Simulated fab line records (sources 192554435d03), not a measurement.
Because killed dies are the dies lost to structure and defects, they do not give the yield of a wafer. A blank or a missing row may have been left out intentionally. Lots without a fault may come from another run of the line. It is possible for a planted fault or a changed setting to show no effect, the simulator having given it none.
fab line records | flow n5_finfet
record lots=7 | wafers=39
route steps=1938 shown FIN_SAQP@96 GATE_CUT@469 BEOL_M0_SAQP@648 BEOL_M4@1067 BEOL_M5@1172
start_h: hours from the record's first day to the start of the lot's first wafer shown | wait_h: hours elapsed since this lot's preceding step | " unchanged from the row above | L1.1+2: a single row standing in for several wafers | - value missing, or start not given | * or withheld: withheld | < > ~ a bound
route shown NAME@n: a module of which the file shows steps, and the number in the route of the first | usual: mean/standard deviation taken from wafers without a fault | same: alike in all rows | chamber/n: place in a boat | sites: each site's reading | _std_site: standard deviation of those values | _edge_site: mean of outer sites minus mean of inner sites | radius_mm: how far each site lies from the wafer's centre | mask NAME#n: copy n | behind: the most recent tool/chamber to have shaped the wafer | hold: the reason the lot was held/the length of the hold in hours/how it ended | device: which transistor (n, p or np) failed to switch | end of line: tests run on the same wafers once the route is complete | a step given without rows: its recipe and nothing more | killed: dies lost to structure and defects at the first sort, not the wafer's yield | map: per-die view of a wafer (x killed, . not killed, _ where there is no die)
set.NAME: the setting as run; set.NAME@STEP: as run at that earlier step | model.NAME: the simulator's own value behind a step, which no gauge read
lots whose settings were changed on purpose; a table a step, a row a wafer
## steps
# step N5_FIN_SAQP_HM_DEP_03
# recipe material=SiNx | target_thk_a=380 | temp_c=400 | precursor=SiH4/NH3/N2 | pressure_torr=1.5 | rf_w=300 | time_s=33.6
lot.wafer | tool     | chamber | start_h | wait_h | set.target_thk_a | model.SiNx_of_FIN_SAQP_HM_DEP_03.thk_nm
L074.1    | pecvd-04 | 0       | 21.14   | 0.2    | 380              | 37.9
L074.2    | "        | 1       | "       | "      | 380              | 38.04
L074.3    | "        | 0       | "       | "      | 380              | 38.58
L074.4    | "        | 1       | "       | "      | 380              | 38.76
L074.5    | "        | 0       | "       | "      | 380              | 38.29
L074.6    | "        | 1       | "       | "      | 380              | 38.94
L076.1    | pecvd-01 | 2       | 33.82   | 0.2    | 380              | 37.73
L076.2    | "        | 0       | "       | "      | 380              | 37.97
L076.5    | "        | 2       | "       | "      | 380              | 38.26
L077.1    | pecvd-04 | 1       | 39.59   | 0.2    | 380              | 38.54
L077.2    | "        | 0       | "       | "      | 380              | 37.84
L077.3    | "        | 1       | "       | "      | 555.6            | 56.28
L077.4    | "        | 0       | "       | "      | 380              | 38.33
L077.5    | "        | 1       | "       | "      | 555.6            | 56.63
L077.6    | "        | 0       | "       | "      | 555.6            | 55.54
L081.1    | pecvd-04 | 1       | 63.77   | 0.2    | 380              | 38.52
L081.2    | "        | 0       | "       | "      | 380              | 38.35
L081.3    | "        | 2       | "       | "      | 182.5            | 18.28
L081.4    | "        | 1       | "       | "      | 380              | 38.46
L081.5    | "        | 2       | "       | "      | 182.5            | 18.71
L081.6    | "        | 0       | "       | "      | 182.5            | 18.94
L083.1    | pecvd-04 | 1       | 75.59   | 0.2    | 380              | 38.31
L083.2    | "        | 2       | "       | "      | 524.4            | 52.3
L083.3    | "        | 2       | "       | "      | 380              | 38.29
L083.4    | "        | 1       | "       | "      | 524.4            | 53.74
L083.5    | "        | 2       | "       | "      | 380              | 38.97
L083.6    | "        | 1       | "       | "      | 524.4            | 53.39
L091.1    | pecvd-01 | 2       | 124.30  | 0.2    | 506.7            | 49.4
L091.2    | "        | 0       | "       | "      | 380              | 36.61
L091.3    | "        | 1       | "       | "      | 506.7            | 49.97
L091.4    | "        | 1       | "       | "      | 380              | 38.11
L091.5    | "        | 0       | "       | "      | 506.7            | 50.75
L091.6    | "        | 2       | "       | "      | 380              | 38.24
L097.1    | pecvd-02 | 2       | 159.11  | 0.2    | 380              | 37.93
L097.2    | "        | 0       | "       | "      | 157.2            | 15.54
L097.3    | "        | 1       | "       | "      | 157.2            | 15.96
L097.4    | "        | 2       | "       | "      | 157.2            | 15.77
L097.5    | "        | 0       | "       | "      | 380              | 38.22
L097.6    | "        | 1       | "       | "      | 380              | 38.78
# step N5_FIN_SAQP_THK_MEAS_05
# usual thk_nm=38.1/0.52
lot.wafer | tool          | chamber | start_h | wait_h | set.target_thk_a@FIN_SAQP_HM_DEP_03 | thk_nm
L074.1    | film_metro-02 | -       | 21.25   | 0.1    | 380                                 | 37.9
L074.2    | "             | -       | "       | "      | 380                                 | 38.1
L074.3    | "             | -       | "       | "      | 380                                 | 38.6
L074.4    | "             | -       | "       | "      | 380                                 | 38.7
L074.5    | "             | -       | "       | "      | 380                                 | 38.4
L074.6    | "             | -       | "       | "      | 380                                 | 39.0
L076.1    | film_metro-02 | -       | 33.91   | 0.1    | 380                                 | 37.7
L076.2    | "             | -       | "       | "      | 380                                 | 37.9
L076.5    | "             | -       | "       | "      | 380                                 | 38.3
L077.1    | film_metro-02 | -       | 39.70   | 0.1    | 380                                 | 38.6
L077.2    | "             | -       | "       | "      | 380                                 | 37.8
L077.3    | "             | -       | "       | "      | 555.6                               | 56.3
L077.4    | "             | -       | "       | "      | 380                                 | 38.3
L077.5    | "             | -       | "       | "      | 555.6                               | 56.7
L077.6    | "             | -       | "       | "      | 555.6                               | 55.5
L081.1    | film_metro-01 | -       | 63.85   | 0.1    | 380                                 | 38.5
L081.2    | "             | -       | "       | "      | 380                                 | 38.4
L081.3    | "             | -       | "       | "      | 182.5                               | 18.3
L081.4    | "             | -       | "       | "      | 380                                 | 38.5
L081.5    | "             | -       | "       | "      | 182.5                               | 18.7
L081.6    | "             | -       | "       | "      | 182.5                               | 19.0
L083.1    | film_metro-02 | -       | 75.71   | 0.1    | 380                                 | 38.3
L083.2    | "             | -       | "       | "      | 524.4                               | 52.3
L083.3    | "             | -       | "       | "      | 380                                 | 38.3
L083.4    | "             | -       | "       | "      | 524.4                               | 53.8
L083.5    | "             | -       | "       | "      | 380                                 | 38.9
L083.6    | "             | -       | "       | "      | 524.4                               | 53.4
L091.1    | film_metro-02 | -       | 124.39  | 0.1    | 506.7                               | 49.4
L091.2    | "             | -       | "       | "      | 380                                 | 36.6
L091.3    | "             | -       | "       | "      | 506.7                               | 50.0
L091.4    | "             | -       | "       | "      | 380                                 | 38.1
L091.5    | "             | -       | "       | "      | 506.7                               | 50.8
L091.6    | "             | -       | "       | "      | 380                                 | 38.2
L097.1    | film_metro-01 | -       | 159.19  | 0.1    | 380                                 | 37.9
L097.2    | "             | -       | "       | "      | 157.2                               | 15.5
L097.3    | "             | -       | "       | "      | 157.2                               | 16.0
L097.4    | "             | -       | "       | "      | 157.2                               | 15.8
L097.5    | "             | -       | "       | "      | 380                                 | 38.2
L097.6    | "             | -       | "       | "      | 380                                 | 38.8
# step N5_FIN_SAQP_PECVD_47
# recipe material=a-Si | target_thk_a=450 | temp_c=400 | precursor=SiH4/He | pressure_torr=3 | rf_w=100 | time_s=36.3
# step N5_FIN_SAQP_PECVD_48
# recipe material=SiNx | target_thk_a=250 | temp_c=400 | precursor=SiH4/NH3/N2 | pressure_torr=1.5 | rf_w=300 | time_s=22.1
# step N5_FIN_SAQP_MANDREL2_REMOVE_60
# recipe chemistry=HBr/Cl2/O2 | bt_time_s=10 | target=a-Si | stop_on=SiNx | endpoint=OES-SiCl | over_etch_frac=1 | icp_w=600 | bias_w=22 | HBr_flow_sccm=150 | Cl2_flow_sccm=80 | O2_flow_sccm=5 | pressure_mtorr=10
# step N5_FIN_SAQP_HM_OPEN_33
# recipe chemistry=CH3F/O2 | target=SiNx | mask_material=SiO2 | target_depth_a=494 | time_s=70.6 | pressure_mtorr=30 | source_w=395 | bias_w=73 | Ar_flow_sccm=150 | CH3F_flow_sccm=30 | O2_flow_sccm=20 | ion_energy_ev=120 | ends=cleared
# usual etch_rf_on_time_s=69.8/1.2
lot.wafer | tool        | chamber | start_h | wait_h | set.target_thk_a@FIN_SAQP_HM_DEP_03 | etch_rf_on_time_s | model.etch.depth_nm | model.FIN_SAQP.cd_nm
L074.1    | rie_diel-06 | 1       | 25.58   | 0.0    | 380                                 | 68.0              | 37.27               | 8.2
L074.2    | "           | 2       | "       | "      | 380                                 | 68.1              | 37.36               | 8.2
L074.3    | "           | 0       | "       | "      | 380                                 | 69.6              | 37.96               | 8.2
L074.4    | "           | 3       | "       | "      | 380                                 | 70.0              | 38.13               | 8.2
L074.5    | "           | 0       | "       | "      | 380                                 | 68.4              | 37.66               | 8.2
L074.6    | "           | 1       | "       | "      | 380                                 | 69.8              | 38.31               | 8.2
L076.1    | rie_diel-06 | 0       | 38.76   | 0.0    | 380                                 | 68.5              | 37.05               | 8
L076.2    | "           | 3       | "       | "      | 380                                 | 69.2              | 37.34               | 8
L076.5    | "           | 2       | "       | "      | 380                                 | 69.9              | 37.63               | 8
L077.1    | rie_diel-05 | 1       | 45.01   | 0.2    | 380                                 | 69.6              | 37.83               | 8.2
L077.2    | "           | 0       | "       | "      | 380                                 | 68.8              | 37.18               | 8.2
L077.3    | "           | 3       | "       | "      | 555.6                               | 103.6             | 55.65               | 7.8
L077.4    | "           | 2       | "       | "      | 380                                 | 70.1              | 37.7                | 8
L077.5    | "           | 1       | "       | "      | 555.6                               | 103.4             | 55.97               | 7.8
L077.6    | "           | 2       | "       | "      | 555.6                               | 101.8             | 54.83               | 7.8
L081.1    | rie_diel-06 | 1       | 69.20   | 0.0    | 380                                 | 70.1              | 37.9                | 8
L081.2    | "           | 3       | "       | "      | 380                                 | 70.9              | 37.69               | 8
L081.3    | "           | 2       | "       | "      | 182.5                               | 33.0              | 17.65               | 8.4
L081.4    | "           | 1       | "       | "      | 380                                 | 69.8              | 37.75               | 8
L081.5    | "           | 3       | "       | "      | 182.5                               | 34.1              | 18.05               | 8.2
L081.6    | "           | 2       | "       | "      | 182.5                               | 33.9              | 18.23               | 8.4
L083.1    | rie_diel-03 | 2       | 80.43   | 0.0    | 380                                 | 70.9              | 37.68               | 8.2
L083.2    | "           | 0       | "       | "      | 524.4                               | 98.1              | 51.67               | 7.8
L083.3    | "           | 1       | "       | "      | 380                                 | 70.4              | 37.64               | 8.2
L083.4    | "           | 3       | "       | "      | 524.4                               | 100.4             | 53.12               | 7.8
L083.5    | "           | 1       | "       | "      | 380                                 | 71.7              | 38.34               | 8.2
L083.6    | "           | 2       | "       | "      | 524.4                               | 100.1             | 52.74               | 7.8
L091.1    | rie_diel-03 | 1       | 129.57  | 0.1    | 506.7                               | 90.8              | 48.75               | 8
L091.2    | "           | 0       | "       | "      | 380                                 | 67.9              | 35.98               | 8.2
L091.3    | "           | 2       | "       | "      | 506.7                               | 90.2              | 49.34               | 8
L091.4    | "           | 3       | "       | "      | 380                                 | 69.9              | 37.48               | 8.2
L091.5    | "           | 2       | "       | "      | 506.7                               | 91.9              | 50.12               | 8
L091.6    | "           | 1       | "       | "      | 380                                 | 69.6              | 37.61               | 8.2
L097.1    | rie_diel-06 | 1       | 164.85  | 0.1    | 380                                 | 69.3              | 37.3                | 8.2
L097.2    | "           | 2       | "       | "      | 157.2                               | 27.9              | 14.89               | 8.4
L097.3    | "           | 3       | "       | "      | 157.2                               | 28.7              | 15.33               | 8.4
L097.4    | "           | 0       | "       | "      | 157.2                               | 27.9              | 15.14               | 8.6
L097.5    | "           | 2       | "       | "      | 380                                 | 70.2              | 37.59               | 8.2
L097.6    | "           | 1       | "       | "      | 380                                 | 70.7              | 38.13               | 8.2
# step N5_FIN_SAQP_ETCH_34
# recipe chemistry=C4F6/O2 | target=SiO2 | target_depth_a=450 | time_s=15 | ion_energy_ev=250 | pressure_mtorr=30 | source_w=345 | bias_w=185 | Ar_flow_sccm=300 | C4F6_flow_sccm=10 | O2_flow_sccm=10 | ends=cleared
lot.wafer        | tool        | chamber     | start_h | wait_h | set.target_thk_a@FIN_SAQP_HM_DEP_03 | model.FIN_SAQP.cd_nm
L074.1+2+3+4+5+6 | rie_diel-06 | 1,2,0,3,0,1 | 25.65   | 0.0    | 380                                 | 8.2
L076.1+2+5       | rie_diel-06 | 0,3,2       | 38.83   | 0.0    | 380                                 | 8
L077.1+2+4       | rie_diel-05 | 1,0,2       | 45.08   | 0.0    | 380                                 | 8.2
L077.3+6         | "           | 3,2         | "       | "      | 555.6                               | 7.8
L077.5           | "           | 1           | "       | "      | 555.6                               | 8
L081.1+2+4       | rie_diel-06 | 1,3,1       | 69.27   | 0.0    | 380                                 | 8
L081.3           | "           | 2           | "       | "      | 182.5                               | 8.4
L081.5+6         | "           | 3,2         | "       | "      | 182.5                               | 8.2
L083.1+3         | rie_diel-03 | 2,1         | 80.50   | 0.0    | 380                                 | 8.2
L083.2+4+6       | "           | 0,3,2       | "       | "      | 524.4                               | 7.8
L083.5           | "           | 1           | "       | "      | 380                                 | 8
L091.1           | rie_diel-03 | 1           | 129.64  | 0.0    | 506.7                               | 7.8
L091.2+4+6       | "           | 0,3,1       | "       | "      | 380                                 | 8.2
L091.3+5         | "           | 2           | "       | "      | 506.7                               | 8
L097.1+5+6       | rie_diel-06 | 1,2,1       | 164.92  | 0.0    | 380                                 | 8.2
L097.2+3+4       | "           | 2,3,0       | "       | "      | 157.2                               | 8.4
# step N5_GATE_CUT_ETCH_58
# recipe chemistry=CH3F/O2 | target=SiNx | target_depth_a=170 | time_s=128.6 | ion_energy_ev=50 | pressure_mtorr=30 | source_w=415 | bias_w=21 | Ar_flow_sccm=150 | CH3F_flow_sccm=30 | O2_flow_sccm=20
lot.wafer | tool        | chamber | start_h | wait_h | set.target_depth_a | model.etch.depth_nm | model.SiNx_of_SDB_ALD_29.thk_nm
L074.1    | rie_diel-01 | 2       | 82.35   | 0.1    | 77.84              | 7.557               | 26
L074.2    | "           | 1       | "       | "      | 170                | 16.28               | 24.8
L074.3    | "           | 0       | "       | "      | 77.84              | 7.632               | 26
L074.4    | "           | 3       | "       | "      | 170                | 16.79               | 24.8
L074.5    | "           | 0       | "       | "      | 170                | 16.88               | 24.8
L074.6    | "           | 3       | "       | "      | 77.84              | 7.729               | 26
L076.1    | rie_diel-01 | 3       | 92.08   | 0.0    | 170                | 16.84               | 24.6
L076.2    | "           | 1       | "       | "      | 170                | 16.33               | 24.8
L076.5    | "           | 2       | "       | "      | 170                | 16.38               | 24.8
L077.1    | rie_diel-01 | 2       | 99.40   | 0.0    | 170                | 16.6                | 24.6
L077.2    | "           | 3       | "       | "      | 170                | 16.85               | 24.8
L077.3    | "           | 0       | "       | "      | 170                | 16.71               | 24.6
L077.4    | "           | 1       | "       | "      | 170                | 16.42               | 24.8
L077.5    | "           | 2       | "       | "      | 170                | 16.59               | 24.6
L077.6    | "           | 1       | "       | "      | 170                | 16.37               | 24.8
L081.1    | rie_diel-04 | 2       | 124.83  | 0.0    | 170                | 17.07               | 24.4
L081.2    | "           | 0       | "       | "      | 170                | 16.95               | 24.6
L081.3    | "           | 3       | "       | "      | 170                | 17.17               | 24.4
L081.4    | "           | 1       | "       | "      | 170                | 17.15               | 24.6
L081.5    | "           | 2       | "       | "      | 170                | 16.83               | 24.6
L081.6    | "           | 1       | "       | "      | 170                | 17.06               | 24.6
L083.1    | rie_diel-04 | 1       | 136.10  | 0.0    | 170                | 17.1                | 24.6
L083.2    | "           | 0       | "       | "      | 170                | 17.07               | 24.4
L083.3    | "           | 2       | "       | "      | 170                | 17.02               | 24.4
L083.4    | "           | 3       | "       | "      | 170                | 17                  | 24.4
L083.5    | "           | 3       | "       | "      | 170                | 17.21               | 24.6
L083.6    | "           | 2       | "       | "      | 170                | 17.02               | 24.6
L091.1    | rie_diel-04 | 3       | 184.68  | 0.1    | 214.8              | 21.56               | 23.8
L091.2    | "           | 1       | "       | "      | 170                | 17.18               | 24.6
L091.3    | "           | 2       | "       | "      | 214.8              | 21.58               | 23.8
L091.4    | "           | 0       | "       | "      | 214.8              | 21.57               | 23.8
L091.5    | "           | 3       | "       | "      | 170                | 17.14               | 24.6
L091.6    | "           | 0       | "       | "      | 170                | 16.86               | 24.4
L097.1    | rie_diel-01 | 0       | 224.06  | 0.1    | 170                | 16.69               | 24.4
L097.2    | "           | 3       | "       | "      | 81.48              | 8.053               | 25.8
L097.3    | "           | 1       | "       | "      | 81.48              | 8.241               | 25.6
L097.4    | "           | 2       | "       | "      | 170                | 17                  | 24.4
L097.5    | "           | 0       | "       | "      | 170                | 16.71               | 24.4
L097.6    | "           | 1       | "       | "      | 81.48              | 8.191               | 25.8
# step N5_BEOL_M0_SAQP_DEVELOP_13
# recipe develop_time_s=30 | developer=TMAH | resist=CAR-ArF | dev_temp_c=23 | rinse_liquid=diw | dry=air_spin
lot.wafer        | tool           | chamber | start_h | wait_h | set.develop_time_s
L074.1+2+3       | litho_track-04 | 0       | -       | -      | 30
L074.4+5+6       | "              | 0       | "       | "      | 38.57
L076.1+2+5       | litho_track-05 | 0       | -       | -      | 30
L077.1+2+3+4+5+6 | litho_track-01 | 0       | -       | -      | 30
L081.1+4+6       | litho_track-01 | 0       | -       | -      | 38.51
L081.2+3+5       | "              | 0       | "       | "      | 30
L083.1+4+5       | litho_track-05 | 0       | -       | -      | 30
L083.2+3+6       | "              | 0       | "       | "      | 38.56
L091.1+2+4       | litho_track-01 | 0       | -       | -      | 44.52
L091.3+5+6       | "              | 0       | "       | "      | 30
L097.1+2+4       | litho_track-05 | 0       | -       | -      | 38.52
L097.3+5+6       | "              | 0       | "       | "      | 30
# step N5_BEOL_M0_SAQP_CD_MEAS_14
# recipe target_cd_nm=42.5 | landing_energy_ev=500 | detector=se_inlens
# usual cd_nm=42.5/0.3
lot.wafer | tool      | chamber | start_h | wait_h | set.develop_time_s@BEOL_M0_SAQP_DEVELOP_13 | cd_nm
L074.1    | cd_sem-02 | 0       | 109.65  | -      | 30                                         | 42.8
L074.2    | "         | 0       | "       | "      | 30                                         | 43.3
L074.3    | "         | 0       | "       | "      | 30                                         | 42.5
L074.4    | "         | 0       | "       | "      | 38.57                                      | 42.5
L074.5    | "         | 0       | "       | "      | 38.57                                      | 42.2
L074.6    | "         | 0       | "       | "      | 38.57                                      | 42.3
L076.1    | cd_sem-01 | 0       | 120.68  | -      | 30                                         | 43.0
L076.2    | "         | 0       | "       | "      | 30                                         | 42.7
L076.5    | "         | 0       | "       | "      | 30                                         | 43.1
L077.1    | cd_sem-01 | 0       | 129.78  | -      | 30                                         | 42.1
L077.2    | "         | 0       | "       | "      | 30                                         | 42.1
L077.3    | "         | 0       | "       | "      | 30                                         | 42.2
L077.4    | "         | 0       | "       | "      | 30                                         | 42.5
L077.5    | "         | 0       | "       | "      | 30                                         | 42.1
L077.6    | "         | 0       | "       | "      | 30                                         | 42.6
L081.1    | cd_sem-01 | 0       | 156.13  | -      | 38.51                                      | 41.8
L081.2    | "         | 0       | "       | "      | 30                                         | 42.5
L081.3    | "         | 0       | "       | "      | 30                                         | 43.0
L081.4    | "         | 0       | "       | "      | 38.51                                      | 41.4
L081.5    | "         | 0       | "       | "      | 30                                         | 42.4
L081.6    | "         | 0       | "       | "      | 38.51                                      | 42.1
L083.1    | cd_sem-01 | 0       | 163.28  | -      | 30                                         | 42.9
L083.2    | "         | 0       | "       | "      | 38.56                                      | 41.8
L083.3    | "         | 0       | "       | "      | 38.56                                      | 42.0
L083.4    | "         | 0       | "       | "      | 30                                         | 43.0
L083.5    | "         | 0       | "       | "      | 30                                         | 42.8
L083.6    | "         | 0       | "       | "      | 38.56                                      | 41.8
L091.1    | cd_sem-02 | 0       | 215.38  | -      | 44.52                                      | 41.8
L091.2    | "         | 0       | "       | "      | 44.52                                      | 41.4
L091.3    | "         | 0       | "       | "      | 30                                         | 43.2
L091.4    | "         | 0       | "       | "      | 44.52                                      | 41.8
L091.5    | "         | 0       | "       | "      | 30                                         | 42.6
L091.6    | "         | 0       | "       | "      | 30                                         | 42.8
L097.1    | cd_sem-01 | 0       | 255.56  | -      | 38.52                                      | 42.1
L097.2    | "         | 0       | "       | "      | 38.52                                      | 41.9
L097.3    | "         | 0       | "       | "      | 30                                         | 42.6
L097.4    | "         | 0       | "       | "      | 38.52                                      | 42.1
L097.5    | "         | 0       | "       | "      | 30                                         | 42.6
L097.6    | "         | 0       | "       | "      | 30                                         | 42.8
# step N5_BEOL_M4_VIA_ETCH_34
# recipe chemistry=C4F6/O2 | target_depth_a=694 | mask_material=SOC | pressure_mtorr=15 | ion_energy_ev=250 | taper_deg=4 | time_s=65.9 | source_w=350 | bias_w=170 | Ar_flow_sccm=300 | C4F6_flow_sccm=10 | O2_flow_sccm=10
lot.wafer | tool        | chamber | start_h | wait_h | set.target_depth_a | model.etch.depth_nm | model.SOC_of_BEOL_M4_COAT_67.thk_nm
L074.1    | rie_diel-06 | 2       | 199.99  | 0.0    | 399.7              | 39.78               | 55.2
L074.2    | "           | 1       | "       | "      | 399.7              | 39.9                | 55.2
L074.3    | "           | 3       | "       | "      | 694                | 68.86               | 51.8
L074.4    | "           | 1       | "       | "      | 694                | 68.8                | 52
L074.5    | "           | 3       | "       | "      | 694                | 69.16               | 51.8
L074.6    | "           | 2       | "       | "      | 399.7              | 39.88               | 55.4
L076.1    | rie_diel-05 | 2       | 209.80  | 0.0    | 694                | 69.02               | 52
L076.2    | "           | 1       | "       | "      | 694                | 69.4                | 52
L076.5    | "           | 3       | "       | "      | 694                | 67.98               | 52.2
L077.1    | rie_diel-03 | 0       | 237.45  | 0.0    | 1095               | 105.3               | 47.6
L077.2    | "           | 2       | "       | "      | 694                | 69.43               | 51.8
L077.3    | "           | 3       | "       | "      | 694                | 68.39               | 52
L077.4    | "           | 1       | "       | "      | 1095               | 111.9               | 46.6
L077.5    | "           | 2       | "       | "      | 694                | 69.92               | 51.8
L077.6    | "           | 3       | "       | "      | 1095               | 106.5               | 47.6
L081.1    | rie_diel-03 | 3       | 248.41  | 0.0    | 694                | 67.77               | 52.4
L081.2    | "           | 2       | "       | "      | 694                | 69.91               | 52
L081.3    | "           | 0       | "       | "      | 694                | 66.59               | 52.4
L081.4    | "           | 1       | "       | "      | 694                | 70.29               | 51.8
L081.5    | "           | 1       | "       | "      | 694                | 70.42               | 51.8
L081.6    | "           | 2       | "       | "      | 694                | 70.21               | 52
L083.1    | rie_diel-03 | 1       | 256.85  | 0.0    | 975.8              | 98.74               | 48.4
L083.2    | "           | 3       | "       | "      | 975.8              | 94.94               | 49
L083.3    | "           | 2       | "       | "      | 975.8              | 97.75               | 48.4
L083.4    | "           | 0       | "       | "      | 694                | 67.14               | 52.4
L083.5    | "           | 2       | "       | "      | 694                | 69.54               | 52
L083.6    | "           | 3       | "       | "      | 694                | 68.21               | 52.2
L091.1    | rie_diel-03 | 0       | 292.54  | 0.0    | 694                | 67.37               | 52.4
L091.2    | "           | 3       | "       | "      | 694                | 68.81               | 52
L091.3    | "           | 2       | "       | "      | 565.6              | 57.55               | 53.2
L091.4    | "           | 1       | "       | "      | 565.6              | 57.17               | 53.4
L091.5    | "           | 1       | "       | "      | 565.6              | 57.42               | 53.4
L091.6    | "           | 2       | "       | "      | 694                | 70.83               | 51.8
L097.1    | rie_diel-03 | 0       | 356.56  | 0.0    | 694                | 67.03               | 52.2
L097.2    | "           | 3       | "       | "      | 402.8              | 39.65               | 55.4
L097.3    | "           | 2       | "       | "      | 402.8              | 40.44               | 55.2
L097.4    | "           | 1       | "       | "      | 694                | 69.87               | 51.8
L097.5    | "           | 3       | "       | "      | 402.8              | 40.07               | 55.4
L097.6    | "           | 0       | "       | "      | 694                | 66.44               | 52.2
# step N5_BEOL_M5_ALD_86
# recipe material=TaN | target_thk_a=* | temp_c=275 | ald_precursor_family=PDMAT | ald_co_reactant=NH3 | pressure_torr=3 | carrier_flow_sccm=1500 | pulse_time_s=2 | purge_time_s=3 | co_reactant_purge_time_s=2 | co_reactant_pulse_time_s=3 | ald_cycles=30 | precursor_vessel_temp_c=75 | precursor_vessel_pressure_torr=26.25 | precursor_vessel_carrier_sccm=1000
lot.wafer  | tool         | chamber | start_h | wait_h | set.ald_cycles | model.TaN_of_BEOL_M5_ALD_86.thk_nm
L074.1+3+4 | ald_metal-04 | 1,0,3   | 213.96  | 0.1    | 30             | *
L074.2+5+6 | "            | 2,1,2   | "       | "      | 47             | *
L076.1+5   | ald_metal-03 | 3,0     | 223.79  | 0.0    | 30             | *
L076.2     | "            | 0       | "       | "      | 30             | *
L077.1+2+4 | ald_metal-02 | 1,0,3   | 246.34  | 0.1    | 30             | *
L077.3+5+6 | "            | 2,1,0   | "       | "      | 39             | *
L081.1     | ald_metal-04 | 2       | 258.24  | 0.1    | 46             | *
L081.2+5   | "            | 1,0     | "       | "      | 30             | *
L081.3+4   | "            | 0,3     | "       | "      | 46             | *
L081.6     | "            | 1       | "       | "      | 30             | *
L083.1+6   | ald_metal-04 | 2       | 266.88  | 0.0    | 22             | *
L083.2     | "            | 0       | "       | "      | 22             | *
L083.3+4   | "            | 1,3     | "       | "      | 30             | *
L083.5     | "            | 1       | "       | "      | 30             | *
L091.1+4+5 | ald_metal-02 | 1,0,1   | 304.06  | 0.1    | 30             | *
L091.2     | "            | 3       | "       | "      | 38             | *
L091.3+6   | "            | 2       | "       | "      | 38             | *
L097.1+3+5 | ald_metal-02 | 0,2,0   | 371.90  | 0.1    | 30             | *
L097.2+4+6 | "            | 3,1,3   | "       | "      | 24             | *
## key
split step=N5_FIN_SAQP_HM_DEP_03 | setting=target_thk_a | stated=380 | by=wafer
response step=N5_FIN_SAQP_HM_DEP_03 | reading=model.SiNx_of_FIN_SAQP_HM_DEP_03.thk_nm | change=+0.383 | per=1% | r=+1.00
response step=N5_FIN_SAQP_THK_MEAS_05 | reading=thk_nm | change=* | per=1% | r=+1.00
response step=N5_FIN_SAQP_HM_OPEN_33 | reading=etch_rf_on_time_s | change=* | per=1% | r=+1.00
response step=N5_FIN_SAQP_HM_OPEN_33 | reading=model.etch.depth_nm | change=+0.383 | per=1% | r=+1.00
response step=N5_FIN_SAQP_HM_OPEN_33 | reading=model.FIN_SAQP.cd_nm | change=-0.00648 | per=1% | r=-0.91
response step=N5_FIN_SAQP_ETCH_34 | reading=model.FIN_SAQP.cd_nm | change=-0.00578 | per=1% | r=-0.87
split step=N5_GATE_CUT_ETCH_58 | setting=target_depth_a | stated=170 | by=wafer
response step=N5_GATE_CUT_ETCH_58 | reading=model.etch.depth_nm | change=+0.167 | per=1% | r=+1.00
response step=N5_GATE_CUT_ETCH_58 | reading=model.SiNx_of_SDB_ALD_29.thk_nm | change=-0.0242 | per=1% | r=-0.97
split step=N5_BEOL_M0_SAQP_DEVELOP_13 | setting=develop_time_s | stated=30 | by=wafer
response step=N5_BEOL_M0_SAQP_CD_MEAS_14 | reading=cd_nm | change=-0.0257 | per=1% | r=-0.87
split step=N5_BEOL_M4_VIA_ETCH_34 | setting=target_depth_a | stated=694 | by=wafer
response step=N5_BEOL_M4_VIA_ETCH_34 | reading=model.etch.depth_nm | change=+0.677 | per=1% | r=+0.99
response step=N5_BEOL_M4_VIA_ETCH_34 | reading=model.SOC_of_BEOL_M4_COAT_67.thk_nm | change=-0.0806 | per=1% | r=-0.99
split step=N5_BEOL_M5_ALD_86 | setting=ald_cycles | stated=30 | by=wafer
response step=N5_BEOL_M5_ALD_86 | reading=model.TaN_of_BEOL_M5_ALD_86.thk_nm | change=* | per=1% | r=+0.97
